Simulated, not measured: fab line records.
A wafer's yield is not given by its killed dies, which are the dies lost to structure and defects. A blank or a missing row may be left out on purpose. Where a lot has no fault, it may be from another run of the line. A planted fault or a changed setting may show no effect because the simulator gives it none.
fab line records | flow n5-finfet
[record] lots = 4 | wafers = 12 | last-day = 21
route steps=1938 shown BEOL_M5@1159 BEOL_M6@1194 PASSIVATION@1936
lots that met no fault: taken from a fault-free run of the same line
start-h: hours from the record's opening day to when the first of the lot's shown wafers began | wait-h: hours from the lot's prior step to this one | " identical to the entry in the row above | L1.1+2: several wafers, shown together as one row | - value missing, or start not given | * or withheld: withheld | < > ~ a bound
route shown NAME@n: names a module that has steps shown in the file, with the first one's number in the route | usual: mean and standard deviation over wafers with no fault | same: alike in all rows | chamber/n: place in a boat | sites: each site's reading | _std_site: the standard deviation of these | _edge_site: outer sites' mean less inner sites' | radius-mm: for every site, how far away it sits from the centre of the wafer | mask NAME#n: copy n | behind: tool/chamber where the wafer was last shaped | hold: what put the lot on hold/how long, in hours/how the hold closed | device: whichever transistor did not switch (one of n, p or np) | end of line: tests of these same wafers at the route's end | a step with no rows: only its recipe | killed: dies that structure and defects cost at the first sort, which is not the same as the wafer's yield | map: per-die view of a wafer (x killed, . not killed, _ where there is no die)
set.NAME: the setting that was run; set.NAME@STEP: the one run at that earlier step | model.NAME: the simulator's own value behind a step, which no gauge read
lots at some steps of the route; a table a step, a row a wafer
[[steps]]
[step N5_BEOL_M5_STRIP_36]
[recipe] chemistry = N2/H2 | power-w = 450 | temp-c = 40 | pressure-mtorr = 20 | rf-frequency-hz = 6e+07 | overash-fraction = 0.3 | bias-power-w = 7 | h2-frac = 0.5 | n2-flow-sccm = 200 | h2-flow-sccm = 200
[step N5_BEOL_M5_TRENCH_ETCH_37]
[recipe] chemistry = C4F6/O2 | target-depth-a = 716.52 | target = SiCOH_lowk | time-s = 24.7 | ion-energy-ev = 250 | pressure-mtorr = 30 | source-w = 345 | bias-w = 185 | Ar_flow_sccm = 300 | C4F6_flow_sccm = 10 | O2_flow_sccm = 10
[step N5_BEOL_M5_ETCH_41]
[recipe] chemistry = CH3F/O2 | target = SiCN | target-depth-a = 315 | taper-deg = 2 | time-s = 56.7 | ion-energy-ev = 120 | mask-material = TiN | pressure-mtorr = 30 | source-w = 395 | bias-w = 75 | Ar_flow_sccm = 150 | CH3F_flow_sccm = 30 | O2_flow_sccm = 20
[step N5_BEOL_M5_STRIP_91]
[recipe] chemistry = N2/H2 | time-s = 10 | power-w = 450 | temp-c = 40 | pressure-mtorr = 20 | rf-frequency-hz = 6e+07 | bias-power-w = 7 | n2-flow-sccm = 200 | h2-flow-sccm = 200
[step N5_BEOL_M5_HM_STRIP_39]
[recipe] chemistry = peroxide-tin-strip | material = TiN | target-depth-a = 250 | temp-c = 50 | time-s = 158
[step N5_BEOL_M5_SRD_40]
[recipe] time-s = 30 | temp-c = 23 | rinse-liquid = diw | dry = ipa-marangoni
[step N5_BEOL_M5_PRECLEAN_42]
[recipe] chemistry = residue-remover | time-s = 60 | temp-c = 40
[step N5_BEOL_M5_SRD_43]
[recipe] time-s = 30 | temp-c = 23 | rinse-liquid = diw | dry = ipa-marangoni
[step N5_BEOL_M5_CURE_80]
[recipe] temp-c = 370 | time-s = 120 | ambient = DMADMS/He | material = SiCOH_lowk
[step N5_BEOL_M5_DEGAS_44]
[recipe] ambient = vacuum | temp-c = 250 | time-s = 60
[step N5_BEOL_M5_PRE_CLEAN_45]
[recipe] gas = H2/He | time-s = 30 | temp-c = 250
[usual] heater-power-w = 309/27
lot.wafer | tool           | chamber | start-h | wait-h | heater-power-w
L686.2    | pvd-sputter-01 | -       | 310.21  | 0.0    | 296
L686.3    | "              | -       | "       | "      | 320
L686.6    | "              | -       | "       | "      | 342
L694.1    | pvd-sputter-01 | -       | 368.31  | 0.0    | 291
L694.4    | "              | -       | "       | "      | 364
L694.6    | "              | -       | "       | "      | 293
L693.1    | pvd-sputter-01 | -       | 368.49  | 0.0    | 337
L693.2    | "              | -       | "       | "      | 361
L693.6    | "              | -       | "       | "      | 306
L695.1    | pvd-sputter-02 | -       | 393.06  | 0.0    | 285
L695.4    | "              | -       | "       | "      | 305
L695.5    | "              | -       | "       | "      | 308
[step N5_BEOL_M5_ALD_86]
[recipe] material = TaN | target-thk-a = * | temp-c = 275 | ald-precursor-family = PDMAT | ald-co-reactant = NH3 | pressure-torr = 3 | carrier-flow-sccm = 1500 | pulse-time-s = 2 | purge-time-s = 3 | co-reactant-purge-time-s = 2 | co-reactant-pulse-time-s = 3 | ald-cycles = 30 | precursor-vessel-temp-c = 75 | precursor-vessel-pressure-torr = 26.25 | precursor-vessel-carrier-sccm = 1000
[step N5_BEOL_M5_SURFACE_TREAT_87]
[recipe] gas = Ar | time-s = * | ion-energy-ev = * | ion-current-ma-cm2 = 0.5 | pressure-mtorr = * | ar-flow-sccm = 30
[step N5_BEOL_M5_CVD_47]
[recipe] material = Co | target-thk-a = 30 | temp-c = withheld | precursor = CCTBA/H2 | pressure-torr = 30 | time-s = 216
[step N5_BEOL_M5_SPUTTER_48]
[recipe] material = Cu | target-thk-a = 150 | temp-c = -20 | chamber-pressure-pa = 0.07 | power-w = withheld | time-s = 27.62
[step N5_BEOL_M5_ANNEAL_49]
[recipe] temp-c = 400 | time-s = 1800 | ambient = vacuum
[step N5_BEOL_M5_SPUTTER_81]
[recipe] material = Cu | target-thk-a = 150 | temp-c = -20 | chamber-pressure-pa = 0.07 | power-w = withheld | time-s = 27.62
[step N5_BEOL_M5_ANNEAL_82]
[recipe] temp-c = 400 | time-s = 1800 | ambient = vacuum
[step N5_BEOL_M5_SPUTTER_83]
[recipe] material = Cu | target-thk-a = 150 | temp-c = -20 | chamber-pressure-pa = 0.07 | power-w = withheld | time-s = 27.62
[step N5_BEOL_M5_ANNEAL_84]
[recipe] temp-c = 400 | time-s = 1800 | ambient = vacuum
[step N5_BEOL_M5_SPUTTER_88]
[recipe] material = Cu | target-thk-a = 150 | temp-c = -20 | chamber-pressure-pa = 0.07 | power-w = withheld | time-s = 27.62
[step N5_BEOL_M5_ANNEAL_89]
[recipe] temp-c = 400 | time-s = 1800 | ambient = vacuum
[step N5_BEOL_M5_SPUTTER_90]
[recipe] material = Cu | target-thk-a = 45 | temp-c = -20 | chamber-pressure-pa = 0.07 | power-w = withheld | time-s = 8.29
[step N5_BEOL_M5_ECD_50]
[recipe] material = Cu | target-thk-a = 3000
[step N5_BEOL_M5_ANNEAL_51]
[recipe] temp-c = 225 | time-s = 90 | ambient = N2
[step N5_BEOL_M5_CMP_52]
[recipe] stop-on = SiCOH_lowk | t-overpolish-s = 6.9 | down-force-psi = 1 | platen-rpm = 50 | clearing-platen-down-force-psi = 1.5 | clearing-platen-rpm = 50 | post-cmp-clean = cu-alkaline | target-thk-nm = 62 | clearing-platen-pad-velocity-m-s = 0.99484 | pad-velocity-m-s = 0.99484
[step N5_BEOL_M5_PRE_CLEAN_77]
[recipe] gas = NH3/H2 | time-s = 15 | temp-c = * | rf-power-w = 300
[step N5_BEOL_M5_CO_CAP_78]
[recipe] material = Co | target-thk-a = 20 | temp-c = 200 | precursor = CCTBA/H2 | pressure-torr = 30 | time-s = 102.1
[step N5_BEOL_M5_PRE_CLEAN_55]
[recipe] gas = NH3 | time-s = 15 | temp-c = withheld | rf-power-w = 300
[step N5_BEOL_M5_DEP_56]
[recipe] material = SiCN | target-thk-a = 80 | temp-c = withheld | precursor = 3MS/NH3 | pressure-torr = 3 | rf-w = 202 | time-s = 14
[step N5_BEOL_M6_ILD_DEP_00]
[recipe] material = SiCOH_lowk | target-thk-a = 1797.5 | temp-c = 300 | precursor = DEMS/porogen | pressure-torr = 5 | rf-w = 500 | time-s = 33.4
[step N5_BEOL_M6_CURE_74]
[recipe] temp-c = 385 | time-s = 240 | ambient = He/Ar | material = SiCOH_lowk
[step N5_BEOL_M6_PECVD_70]
[recipe] material = SiO2 | target-thk-a = 200 | temp-c = 400 | precursor = TEOS/O2 | pressure-torr = 5.5 | rf-w = 450 | teos-flow-sccm = 53.8 | gas = O2 | flow-sccm = 3000 | time-s = 22.7
[step N5_BEOL_M6_HM_DEP_02]
[recipe] material = TiN | target-thk-a = 200 | temp-c = 25 | chamber-pressure-pa = 0.49996
[step N5_BEOL_M6_COAT_59]
[recipe] resist = SOC | temp-c = 250 | time-s = 60 | spin-rpm = 1500 | resist-thk-nm = 100
[step N5_BEOL_M6_COAT_60]
[recipe] resist = SiARC | temp-c = 220 | time-s = 60 | spin-rpm = 1500 | resist-thk-nm = 35
[step N5_PASSIVATION_PROBE_49]
[usual] defect-limited-yield = 90.9/1.6 | killed_at_M0_to_M3 = 37/11 | killed_at_M4_up = 15/5.6 | killed-at-contacts = 13/6.4 | killed-at-front-end = 39/11 | killed-at-other = 4/3.1 | killed-dies = 107/19 | killed-on-rim = 14/4.3 | killed-open = 71/14 | killed-short = 34/7.8 | sort_bin_5_function = 5.3/1 | sort_bin_6_memory = 3.4/0.72 | sort-n-pass = 1072/20 | sort-yield-pct = 90.9/1.7
[same] gross-dies = 1180 | killed-at-back-side = 0 | sort_bin_4_leakage[%] = 0 | sort_bin_8_speed[%] = 0
lot.wafer | tool      | chamber | start-h | wait-h | defect-limited-yield[%] | killed_at_M0_to_M3 | killed_at_M4_up | killed-at-contacts | killed-at-front-end | killed-at-other | killed-dies | killed-on-rim | killed-open | killed-short | sort_bin_5_function[%] | sort_bin_6_memory[%] | sort-n-pass | sort-yield-pct[%]
L686.2    | prober-01 | -       | 435.58  | 0.1    | 87.7                    | 45                 | 15              | 16                 | 61                  | 8               | 145         | 17            | 91          | 54           | 6.0                    | 5.8                  | 1035        | 87.7
L686.3    | prober-01 | -       | 435.63  | 0.1    | 90.1                    | 50                 | 12              | 11                 | 35                  | 9               | 117         | 12            | 74          | 38           | 5.8                    | 3.6                  | 1063        | 90.1
L686.6    | prober-01 | -       | 435.78  | 0.3    | 89.4                    | 58                 | 13              | 4                  | 48                  | 2               | 125         | 14            | 89          | 33           | 6.1                    | 3.8                  | 1055        | 89.4
L693.1    | prober-01 | -       | 473.83  | 0.0    | 91.5                    | 34                 | 8               | 20                 | 36                  | 2               | 100         | 7             | 65          | 34           | 5.0                    | 3.1                  | 1080        | 91.5
L693.2    | prober-01 | -       | 473.88  | 0.1    | 86.6                    | 30                 | 68              | 6                  | 46                  | 8               | 158         | 28            | 58          | 38           | 8.4                    | 3.6                  | 1022        | 86.6
L694.4    | prober-02 | -       | 491.67  | 0.2    | 84.7                    | 22                 | 76              | 14                 | 66                  | 3               | 181         | 32            | 83          | 36           | 9.4                    | 4.2                  | 999         | 84.7
// killed by level:class
L686.2 STI_FIN_REVEAL:geometric-particle:open=20 FIN_SAQP:geometric-particle:short=17 MOL_CONTACT_COAG:geometric-particle:open=13 FIN_SAQP:geometric-particle:open=8 BEOL_M3:geometric-particle:open=8 BEOL_M0_SAQP:geometric-particle:short=7 BEOL_M0_SAQP:geometric-particle:open=6 BEOL_M2:geometric-particle:open=6
L686.3 BEOL_M2:geometric-particle:open=15 FIN_SAQP:geometric-particle:short=10 MOL_CONTACT_COAG:geometric-particle:open=9 BEOL_M0_SAQP:geometric-particle:open=9 BEOL_M3:geometric-particle:open=7 FIN_SAQP:geometric-particle:open=6 BEOL_M0_SAQP:geometric-particle:short=6 STI_FIN_REVEAL:geometric-particle:open=5
L686.6 STI_FIN_REVEAL:geometric-particle:open=16 BEOL_M3:geometric-particle:open=14 BEOL_M1:geometric-particle:open=13 BEOL_M2:geometric-particle:open=12 BEOL_M0_SAQP:geometric-particle:short=10 FIN_SAQP:geometric-particle:short=8 DUMMY_GATE:geometric-particle:open=6 BEOL_M4:geometric-particle:open=5
L693.1 MOL_CONTACT_COAG:geometric-particle:open=14 FIN_SAQP:geometric-particle:open=11 BEOL_M0_SAQP:geometric-particle:short=9 STI_FIN_REVEAL:geometric-particle:open=7 BEOL_M0_SAQP:geometric-particle:open=7 BEOL_M2:geometric-particle:open=7 MOL_CONTACT_COAG:geometric-particle:short=6 STI_FIN_REVEAL:geometric-particle:short=4
L693.2 BEOL_M5:unspecified=56 BEOL_M3:geometric-particle:open=8 FIN_SAQP:geometric-particle:short=7 FIN_SAQP:geometric-particle:open=5 ILD0:geometric-particle:open=5 DUMMY_GATE:geometric-particle:short=4 DUMMY_GATE:geometric-particle:open=4 BEOL_M0_SAQP:geometric-particle:open=4
L694.4 BEOL_M5:unspecified=59 FIN_SAQP:geometric-particle:short=18 FIN_SAQP:geometric-particle:open=18 BEOL_M4:geometric-particle:open=14 STI_FIN_REVEAL:geometric-particle:open=12 MOL_CONTACT_COAG:geometric-particle:open=11 BEOL_M0_SAQP:geometric-particle:open=6 BEOL_M3:geometric-particle:open=6
// map L693.2 (x killed, . not)
_________________....x.......________________
______________..........x......._____________
___________...x..............x.....__________
__________..............x..........._________
________...............x.............._______
_______.....x....................x.....______
______..x...........x................xxx_____
_____.x.................................x____
____.........x............x.........xxxxxx___
___......x...................x........xxxxx__
___......x.........x......x.........xxxxxxx__
__...........................xx..x..xxxxxxxx_
__....x...............x.x...........x..xxxxx_
_.....x.....x...x.......x.xx...x..x..x.xxxxxx
_.......xx.........x..........x.x.x..xxxxxxxx
_....x.........x......x..x.......x...x.xxxxxx
_................x...x.x..................x.x
_...x........................x.x.....x.......
_..........x.......x...x................x....
_..........xx......x......x..................
_........x....x........x..x..................
__....................x....................._
__x........x......................x........._
___........x....x..........................__
___.....................x..xx......xx......__
____........................x.............___
_____..x.................xx............x.____
______.x...x........x........x.........._____
_______....x.x.............xx.....x....______
________.............................x_______
__________.....x.....x.............._________
___________...x....x..........xx.x.__________
______________.....x..........x._____________
_________________...........x________________
// map L694.4 (x killed, . not)
_________________............________________
______________..........x......._____________
___________......x....x..x.........__________
__________............x............x_________
________.............................._______
_______.....x....x....xx......x.......x______
______.................x...x..........x._____
_____x.........x.....xx...............xxx____
____....xx....x.x........x...........x..xx___
___......x...........................xxxxxx__
___...........x..............x.xx..x.xxxxxx__
__.........x.............x.........x.xxxxxxx_
__..x........x..x....x...xx.........xxxxxxxx_
_x.x........x.....x.x..x............x.xxxxxxx
_............x............x.x..........xxxxxx
_.................x.....x.......x.x..x....xxx
_.....xx.x......x.....x.....xx...x....xxx.xxx
_......x.x..x..x.....x.....x............x.x.x
_...............................x.......x.x.x
_.xx.........................x.x.............
_...............x..............x.............
__....xx......x..........x.......x.........._
__...................................x......_
___.......x...x................x...........__
___............x.......x...x.x.x......x.xx.__
____x...........xx................x.......___
_____x.x...........x..............x....x.____
______..........x.....................x._____
_______.......x.x.....x................______
________........xx...............x...x_______
__________x.......x.......x........._________
___________.....x...x.....x..x.....__________
______________..............x..._____________
_________________x..........x________________
[[key]]
[first-sign] step = N5_PASSIVATION_PROBE_49 | reading = killed_at_M4_up | direction = up | sigmas = 10 | usual = 15 | struck = 72
[effect] step = N5_PASSIVATION_PROBE_49 | reading = killed-dies | direction = up | sigmas = 3.3 | usual = 107 | struck = 170
[more-kills-born-at] N5_BEOL_M5_PRE_CLEAN_45@pvd-sputter-01 = 115
met-at N5_BEOL_M5_PRE_CLEAN_45
struck-wafers L693.2,L694.4
[fault] kind = chamber-particle-source | tool = pvd-sputter-01 | chamber = - | onset-h = 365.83 | steps = N5_BEOL_M5_PRE_CLEAN_45 | rate-per-visit-cm2 = 1.0954 | end-h = 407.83 | scope = struck-wafers-only
